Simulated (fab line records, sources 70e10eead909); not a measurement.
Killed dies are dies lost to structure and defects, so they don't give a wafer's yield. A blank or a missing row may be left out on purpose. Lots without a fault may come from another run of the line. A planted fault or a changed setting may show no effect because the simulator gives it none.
Chamber matching | flow nand_harc | NHARC_A_STAIRCASE_DEP_301 on pecvd-04: 3 sister chambers
The step deposits SiON, target thk 30 nm. 3 wafers are shown with their chamber, then 8 later ones without.

WAFERS WITH THEIR CHAMBER
wafer  | chamber | showerhead_vpp_V (V)
L081.6 | 0       | 1161
L084.6 | 2       | 1179
L087.1 | 1       | 1196

WAFERS WITHOUT THEIR CHAMBER
wafer  | showerhead_vpp_V (V)
L087.2 | 1160
L087.5 | 1146
L090.1 | 1194
L090.3 | 1163
L090.5 | 1167
L096.1 | 1182
L096.4 | 1142
L096.6 | 1173

WHICH CHAMBER EACH WENT THROUGH
wafer  | from the rows above          | in truth
L087.2 | can't be placed: 0 or 2      | 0
L087.5 | can't be placed: 0 or 2      | 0
L090.1 | can't be placed: 1 or 2      | 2
L090.3 | can't be placed: 0 or 2      | 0
L090.5 | can't be placed: 0 or 2      | 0
L096.1 | can't be placed: 2 or 1 or 0 | 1
L096.4 | can't be placed: 0 or 2      | 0
L096.6 | can't be placed: 2 or 0 or 1 | 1
Placed correctly: 0 of 8. Can't be placed from these rows: 8 (the true chamber is among the candidates in 8). Placed wrongly: 0.
How it was worked out, from the rows above alone: a wafer's distance from a chamber is the root of the sum, over the readings, of the square of ((its reading less the chamber's mean) divided by the reading's scatter). The wafer belongs to the nearest chamber; if the next one is less than 2 further off, it can't be placed. A chamber's mean is the mean of its shown wafers. The scatter: with one shown wafer a chamber, the root of the mean of the squares of how far each hidden wafer lies from its nearest shown one.
